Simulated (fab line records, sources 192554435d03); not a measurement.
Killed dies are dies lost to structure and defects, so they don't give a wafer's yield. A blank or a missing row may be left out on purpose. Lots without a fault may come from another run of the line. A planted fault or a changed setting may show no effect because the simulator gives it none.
Split-lot experiment | flow n5_finfet | 7 lots, 21 wafers read, on a route of 1938 steps

THE SPLIT
At N5_HKMG_FIN_COAT_43 (resist thk 90 nm), the setting spin_rpm was moved away from the recipe's 1500 rpm on 3 of the 21 wafers read, by -7.7% to +9.3%. The other wafers ran this setting at the recipe's value.

FROM THE SPLIT TO THE READING: what the file shows between them, 6 steps
- N5_HKMG_FIN_EBR_45
- N5_HKMG_FIN_SOFTBAKE_44: time 60 s
- N5_HKMG_FIN_EXPOSE_46: exposes mask NDIPOLE
- N5_HKMG_FIN_PEB_47: peb time 60 s
- N5_HKMG_FIN_DEVELOP_48: develop time 30 s
- N5_HKMG_FIN_DESCUM_53: chemistry O2, time 7.9 s

THE READING
CAR-ArF_of_HKMG_FIN_COAT_43.thk_nm (the simulator's own value, which no gauge read), in nm, at N5_HKMG_FIN_ETCH_54 (etches SiARC in CF4, target depth 45.5 nm, time 75.8 s). The file gives no usual value for it. The 18 wafers here that ran the recipe average 50.9 nm, standard deviation 0.29 nm.

wafer  | tool, chamber at the split | spin_rpm as run, rpm | against the recipe | CAR-ArF_of_HKMG_FIN_COAT_43.thk_nm, nm | against lot-mates on the recipe
L077.1 | litho_track-04, 0          | 1500                 | recipe             | 50.6                                   | -
L077.6 | litho_track-04, 0          | 1500                 | recipe             | 50.6                                   | -
L077.2 | litho_track-04, 0          | 1588                 | +5.9%              | 48.2                                   | -2.4
L078.1 | litho_track-04, 0          | 1500                 | recipe             | 50.8                                   | -
L078.2 | litho_track-04, 0          | 1500                 | recipe             | 50.8                                   | -
L078.5 | litho_track-04, 0          | 1500                 | recipe             | 51.4                                   | -
L085.1 | litho_track-04, 0          | 1500                 | recipe             | 50.8                                   | -
L085.3 | litho_track-04, 0          | 1385                 | -7.7%              | 54                                     | +3.1
L085.6 | litho_track-04, 0          | 1500                 | recipe             | 51                                     | -
L086.1 | litho_track-01, 0          | 1500                 | recipe             | 51.2                                   | -
L086.4 | litho_track-01, 0          | 1500                 | recipe             | 50.8                                   | -
L086.5 | litho_track-01, 0          | 1500                 | recipe             | 51                                     | -
L087.3 | litho_track-04, 0          | 1500                 | recipe             | 51.4                                   | -
L087.5 | litho_track-04, 0          | 1500                 | recipe             | 51                                     | -
L087.6 | litho_track-04, 0          | 1500                 | recipe             | 51.2                                   | -
L092.3 | litho_track-05, 0          | 1500                 | recipe             | 50.4                                   | -
L092.4 | litho_track-05, 0          | 1500                 | recipe             | 50.6                                   | -
L092.5 | litho_track-05, 0          | 1500                 | recipe             | 50.8                                   | -
L095.3 | litho_track-01, 0          | 1640                 | +9.3%              | 47.4                                   | -3.8
L095.4 | litho_track-01, 0          | 1500                 | recipe             | 51                                     | -
L095.5 | litho_track-01, 0          | 1500                 | recipe             | 51.4                                   | -

THE FIT
A straight line over all 21 wafers: CAR-ArF_of_HKMG_FIN_COAT_43.thk_nm changes by -0.402 nm for each +1% of spin_rpm; r = -0.97; the points scatter about the line by 0.3 nm.
The same after taking each lot's own level away (the mean of its wafers on the recipe; 21 wafers): -0.407 nm for each +1%; r = -0.99; scatter 0.17 nm.
On that fit, the largest move of spin_rpm shifts the reading by 3.8 nm.
The lots' own levels span 50.60 to 51.20 nm, that is 2.1 times the standard deviation above.
So the lot-to-lot level changes the slope little: the two slopes agree.
Check: with one of the wafers moved furthest among these (+9.3%) left out of the fit, the line predicts -3.79 nm for it against its lot-mates. It came out at -3.8 nm against them.

OTHER SPLITS ON THESE WAFERS
These wafers also went through other splits before the reading. Each is held against what the fit with the lots' levels taken away leaves over:
other split on the same wafers           | wafers away from the commonest value | r with CAR-ArF_of_HKMG_FIN_COAT_43.thk_nm (lot level and that fit taken away)
N5_PMOS_HMC_CHANNEL_EPI_COAT_03 spin_rpm | 5                                    | -0.04
N5_DUMMY_GATE_COAT_28 spin_rpm           | 7                                    | -0.09
N5_DUMMY_GATE_EXPOSE_12 dose_mj          | 13                                   | +0.08
N5_SD_EPI_N_EPI_21 temp_c                | 7                                    | -0.02
N5_SD_EPI_P_COAT_34 spin_rpm             | 8                                    | -0.07
N5_SDB_EXPOSE_08 dose_mj                 | 8                                    | -0.23

THE WHOLE CHAIN: every reading that the file lists as answering this split, in the file's order
step                   | what it does                                           | reading                                                                             | change (the file's fit)               | r (the file's)
N5_HKMG_FIN_COAT_43    | resist thk 90 nm                                       | CAR-ArF_of_HKMG_FIN_COAT_43.thk_nm (the simulator's own value, which no gauge read) | -0.432 nm for each +1% of the setting | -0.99
N5_HKMG_FIN_DEVELOP_48 | develop time 30 s                                      | CAR-ArF_of_HKMG_FIN_COAT_43.thk_nm (the simulator's own value, which no gauge read) | -0.423 nm for each +1% of the setting | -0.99
N5_HKMG_FIN_ETCH_54    | etches SiARC in CF4, target depth 45.5 nm, time 75.8 s | CAR-ArF_of_HKMG_FIN_COAT_43.thk_nm (the simulator's own value, which no gauge read) | -0.407 nm for each +1% of the setting | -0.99

THE FILE'S OWN FIT
CAR-ArF_of_HKMG_FIN_COAT_43.thk_nm changes by -0.407 nm for each +1% of spin_rpm, r = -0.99.
